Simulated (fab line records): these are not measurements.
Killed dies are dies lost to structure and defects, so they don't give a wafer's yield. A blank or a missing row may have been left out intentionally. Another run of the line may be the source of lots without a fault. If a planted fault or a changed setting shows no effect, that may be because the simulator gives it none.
2 desks looking at one fault -- flow nand_harc -- only its own numbers are on each desk; what lay behind them is given at the end

AT THE TOOL OWNER'S DESK: acl_dep-03
The tool's own readings at NHARC_A_STAIRCASE_HM_DEP_456 (deposits aC, target thk 3100 nm): means of the sampled wafers that have a number, for each lot that ran on this tool. Marked OUT: a lot whose mean sits more than 4 standard deviations from the usual mean, which makes it out of limits; the brackets give that distance.
Columns: A = throttle_valve_pct at NHARC_A_STAIRCASE_HM_DEP_456, usual 34.999 %
lot,first seen here,A
L571,day 16 14:13,34.999
L572,day 16 17:57,35.001
L575,day 17 16:53,34.999
L579,day 19 16:27,35.008
L582,day 21 13:05,35.003
L589,day 24 12:35,35.006
This desk found nothing out of limits on any of the 6 lots.

THE METROLOGY DESK
What the gauges read for every lot (on any tool): the sampled wafers with a number, averaged. Marked OUT: a lot whose mean sits more than 4 standard deviations from the usual mean, which makes it out of limits; the brackets give that distance.
Columns: A = overlay_x_nm at NHARC_HYBRID_BOND_OVL_MEAS_05, usual -2 nm; B = overlay_y_nm at NHARC_HYBRID_BOND_OVL_MEAS_05, usual 0 nm
lot,first seen here,A,B
L571,day 24 00:49,-2,13
L572,day 24 00:49,8,6
L574,day 24 15:13,8,-16
L573,day 24 23:01,-8,-28
L575,day 24 23:01,-6,20
L577,day 25 12:03,-22,31
L576,day 25 16:24,-16,-45
L579,day 26 18:41,36,39
L578,day 27 03:40,29,37
L580,day 27 16:11,-17,-26
L582,day 28 22:23,-8,24
L583,day 28 22:23,-27,-12
L589,day 31 18:22,-27,-18
This desk found nothing out of limits on any of the 13 lots.

BROUGHT TOGETHER
The desk of the tool owner found nothing out of limits.
Nothing out of limits was seen by the metrology desk.

WHAT HAD BEEN PUT IN BY THE SIMULATOR
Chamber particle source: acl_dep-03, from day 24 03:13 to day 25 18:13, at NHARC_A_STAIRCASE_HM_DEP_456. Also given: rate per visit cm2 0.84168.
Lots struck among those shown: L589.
